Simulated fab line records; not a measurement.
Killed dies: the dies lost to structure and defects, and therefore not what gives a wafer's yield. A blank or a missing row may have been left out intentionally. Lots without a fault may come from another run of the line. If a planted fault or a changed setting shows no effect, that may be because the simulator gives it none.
Which of the tools did it? | flow nandHarc | 10 lots with 30 wafers sampled at 5 steps, on a route of 1302 steps

== WHAT EACH GAUGE READ, for each wafer ==
NHARC_P_M1_INSPECT_11.
lot  | measured     | on               | rawDefectCount
L267 | day 6 11:21  | defectInspect-02 | 3 1 3
L269 | day 6 23:45  | defectInspect-01 | 6 5 4
L271 | day 8 00:05  | defectInspect-02 | 2 2 3
L275 | day 9 16:30  | defectInspect-01 | 5 10 6
L281 | day 12 06:54 | defectInspect-02 | 5 5 5
L282 | day 12 07:36 | defectInspect-01 | 5 5 1
L283 | day 12 21:52 | defectInspect-02 | 3 4 3
L286 | day 14 02:19 | defectInspect-02 | 5 5 2
L287 | day 14 16:26 | defectInspect-02 | 1 3 2
L290 | day 15 23:12 | defectInspect-02 | 4 8 10

NHARC_END_SORT_01.
lot  | measured     | on        | defectLimitedYield (%) | killedAtArray | killedAtOther | killedAtPeriphery | killedDies | killedOpen | killedShort | sort_bin_2_pct (%) | sort_bin_3_pct (%) | sort_bin_4_pct (%) | sortNPass   | sortRimYieldPct (%) | sortYieldPct (%)
L271 | day 26 15:14 | prober-01 | 89.7 90.1 90.3         | 68 66 66      | 0 0 0         | 2 1 0             | 70 67 66   | 2 5 2      | 2 2 1       | 3.5 4.0 3.5        | 1.2 0.9 0.1        | 5.6 5.0 6.1        | 607 610 611 | 84 87 93            | 89.7 90.1 90.3
L282 | day 30 01:36 | prober-02 | 91.4 92.9 91.7         | 55 46 54      | 0 0 0         | 3 2 2             | 58 48 56   | 2 3 2      | 4 0 5       | 3.8 1.9 2.2        | 0.4 0.4 0.6        | 4.3 4.7 5.5        | 619 629 621 | 97 94 91            | 91.4 92.9 91.7
L283 | day 31 04:42 | prober-01 | 94.8 92.3 93.9         | 27 43 35      | 1 4 1         | 7 5 5             | 35 52 41   | 3 1 2      | 4 5 0       | 2.2 2.7 2.4        | 0.4 0.4 0.4        | 2.5 4.6 3.2        | 642 625 636 | 92 87 90            | 94.8 92.3 93.9

== EACH LOT AND THE TOOL THAT RAN IT (in order: tool; ch and the chambers of the sampled wafers; start) ==
lot  | NHARC_P_M1_DESCUM_14              | NHARC_P_M1_ETCH_35                | NHARC_P_M1_ETCH_28
L267 | rieDiel-10 ch 1,3, day 6 11:25    | rieDiel-10 ch 0,1, day 6 11:30    | rieDiel-11 ch 0,3, no start
L269 | rieDiel-10 ch 0,1,3, day 6 23:49  | rieDiel-10 ch 0,1,3, day 6 23:54  | rieDiel-11 ch 0,1,3, no start
L271 | rieDiel-10 ch 0,1,2, day 8 00:09  | rieDiel-10 ch 1,2,3, day 8 00:14  | rieDiel-11 ch 0,1,3, day 26 15:14 or earlier
L275 | rieDiel-11 ch 2,3, day 9 16:34    | rieDiel-11 ch 2,3, day 9 16:39    | rieDiel-10 ch 1,3, no start
L281 | rieDiel-10 ch 1,2, day 12 06:58   | rieDiel-10 ch 2,3, day 12 07:03   | rieDiel-11 ch 1,2, no start
L282 | rieDiel-10 ch 0,1, day 12 07:40   | rieDiel-10 ch 0,1,3, day 12 07:45 | rieDiel-10 ch 0,1,2, day 30 01:36 or earlier
L283 | rieDiel-10 ch 1,3, day 12 21:56   | rieDiel-10 ch 1,3, day 12 22:01   | rieDiel-10 ch 1,2,3, day 31 04:42 or earlier
L286 | rieDiel-11 ch 1,2, day 14 02:22   | rieDiel-11 ch 0,1, day 14 02:28   | rieDiel-10 ch 0,2,3, no start
L287 | rieDiel-11 ch 0,2,3, day 14 16:31 | rieDiel-11 ch 1,2,3, day 14 16:35 | rieDiel-10 ch 0,1,2, no start
L290 | rieDiel-11 ch 0,3, day 15 23:16   | rieDiel-11 ch 0,1,2, day 15 23:21 | rieDiel-10 ch 0,3, no start
- NHARC_P_M1_DESCUM_14: chemistry O2, time 3 s.
- NHARC_P_M1_ETCH_35: etches the open film in N2/H2, target depth 40 nm, overetch 12 nm, time 43.94 s.
- NHARC_P_M1_ETCH_28: etches the open film in CF4/N2, target depth 30 nm, time 72.99 s.

== WHAT THE TOOLS THEMSELVES READ (means of the sampled wafers that have a number; where no wafer has one, the mark that the record gives instead) ==
NHARC_P_M1_DESCUM_14.
lot  | tool       | chamberPressureMTorr (mTorr) | drypumpMotorCurrentA (A) | o2FlowSccm (sccm) | oesProductAu (a.u.) | rfVppV (V) | showerheadPlenumPTorr (Torr) | throttleValvePct (%)
L267 | rieDiel-10 | 59.95                        | 6.2                      | 200.8             | 0.999               | 57.5       | 1.87                         | 11.300
L269 | rieDiel-10 | 59.97                        | 6.0                      | 200.0             | 0.987               | 57.0       | 1.95                         | 11.308
L271 | rieDiel-10 | 60.01                        | 5.9                      | 200.0             | 0.993               | 57.5       | 1.92                         | 11.312
L275 | rieDiel-11 | 59.99                        | 5.7                      | 199.1             | 1.001               | 58.2       | 1.87                         | 11.311
L281 | rieDiel-10 | 59.99                        | 6.1                      | 200.0             | 0.989               | 57.2       | 1.85                         | 11.303
L282 | rieDiel-10 | 59.95                        | 5.9                      | 199.8             | 1.009               | 58.1       | 1.90                         | 11.309
L283 | rieDiel-10 | 60.03                        | 6.2                      | 199.8             | 0.997               | 58.0       | 1.87                         | 11.308
L286 | rieDiel-11 | 60.01                        | 6.3                      | 200.3             | 0.999               | 57.6       | 1.94                         | 11.319
L287 | rieDiel-11 | 60.05                        | 5.6                      | 199.9             | 1.000               | 58.1       | 1.89                         | 11.320
L290 | rieDiel-11 | 59.99                        | 5.2                      | 200.5             | 1.010               | 57.2       | 1.81                         | 11.321

NHARC_P_M1_ETCH_35.
lot  | tool       | biasW (W) | chamberPressureMTorr (mTorr) | drypumpMotorCurrentA (A) | oesProductAu (a.u.) | rfVppV (V) | showerheadPlenumPTorr (Torr) | throttleValvePct (%)
L267 | rieDiel-10 | 150.0     | 29.996                       | 5.9                      | 0.998               | 429        | 2.03                         | 14.177
L269 | rieDiel-10 | 149.6     | 30.004                       | 6.0                      | 0.995               | 432        | 2.08                         | 14.176
L271 | rieDiel-10 | 149.9     | 30.007                       | 6.2                      | 0.985               | 429        | 2.01                         | 14.168
L275 | rieDiel-11 | 149.9     | 29.992                       | 5.8                      | 1.006               | 429        | 1.99                         | 14.169
L281 | rieDiel-10 | 150.3     | 30.013                       | 6.3                      | 0.892               | 432        | 2.06                         | 14.176
L282 | rieDiel-10 | 149.7     | 30.015                       | 6.0                      | 0.949               | 431        | 2.08                         | 14.177
L283 | rieDiel-10 | 149.9     | 29.984                       | 6.3                      | 0.947               | 431        | 2.04                         | 14.176
L286 | rieDiel-11 | 150.1     | 30.026                       | 5.4                      | 0.992               | 428        | 1.93                         | 14.162
L287 | rieDiel-11 | 149.8     | 30.018                       | 5.9                      | 1.001               | 429        | 1.99                         | 14.165
L290 | rieDiel-11 | 150.3     | 29.998                       | 5.7                      | 1.005               | 429        | 2.01                         | 14.172

NHARC_P_M1_ETCH_28.
lot  | tool       | biasW (W) | cf4FlowSccm (sccm) | chamberPressureMTorr (mTorr) | drypumpMotorCurrentA (A) | oesProductAu (a.u.) | rfVppV (V) | showerheadPlenumPTorr (Torr) | throttleValvePct (%)
L267 | rieDiel-11 | 99.90     | 49.89              | 29.980                       | 5.0                      | 1.005               | 313.1      | 2.53                         | 19.800
L269 | rieDiel-11 | 100.15    | 50.03              | 29.996                       | 5.3                      | 1.001               | 311.9      | 2.50                         | 19.791
L271 | rieDiel-11 | 100.10    | 49.95              | 29.997                       | 5.3                      | 1.001               | 311.8      | 2.49                         | 19.792
L275 | rieDiel-10 | 99.98     | 49.84              | 30.006                       | 6.3                      | 0.991               | 314.0      | 2.63                         | 19.795
L281 | rieDiel-11 | 100.04    | 49.96              | 30.007                       | 6.3                      | 1.002               | 314.9      | 2.67                         | 19.792
L282 | rieDiel-10 | 99.69     | 50.11              | 30.009                       | 5.9                      | 0.995               | 313.6      | 2.63                         | 19.785
L283 | rieDiel-10 | 99.77     | 50.11              | 30.002                       | 6.2                      | 0.993               | 313.7      | 2.59                         | 19.799
L286 | rieDiel-10 | 99.99     | 49.91              | 29.991                       | 6.0                      | 0.995               | 315.0      | 2.70                         | 19.790
L287 | rieDiel-10 | 100.24    | 49.99              | 30.001                       | 5.9                      | 0.997               | 313.7      | 2.63                         | 19.800
L290 | rieDiel-10 | 100.04    | 49.90              | 30.016                       | 5.9                      | 1.000               | 316.3      | 2.78                         | 19.788

== THE ANSWER, worked out from the rows above alone ==
Rule: what is usual is taken from the lots themselves. The widest of any qualifying gaps counts: lots, ordered by their means at a reading, are off when they make up no more than a third of the lots, leave a main group of 4 or more, and stand apart from it by 3 or more times the standard deviation of that group's means. If all means in a main group match to the digits the tables above print for the reading, that group is not used. Also off: a lot with no number at a reading for which 4 or more lots have one. All remaining lots with rows at the step are treated as sound. After the gauges, taken in route order, come the tools' own readings; for these a lot's mean is taken, as printed above. At the first step where some lot is off, the reading lying furthest off is the one used; lots without a number count as furthest.
Off, at NHARC_P_M1_ETCH_35 on oesProductAu: L281, L282, L283. The main group has a mean of 0.997 a.u. with a standard deviation of 0.0069.
A tool fits if, at that step or a process step before it, it ran every lot that is off, and no sound lot after the first of them. One fits: NHARC_P_M1_DESCUM_14 and NHARC_P_M1_ETCH_35 on rieDiel-10. At NHARC_P_M1_DESCUM_14 its last sound lot is L271 (day 8 00:09), its first lot that is off L281 (day 12 06:58): a fault that began between those two fits.

== WHAT THE SIMULATOR HAD PUT IN ==
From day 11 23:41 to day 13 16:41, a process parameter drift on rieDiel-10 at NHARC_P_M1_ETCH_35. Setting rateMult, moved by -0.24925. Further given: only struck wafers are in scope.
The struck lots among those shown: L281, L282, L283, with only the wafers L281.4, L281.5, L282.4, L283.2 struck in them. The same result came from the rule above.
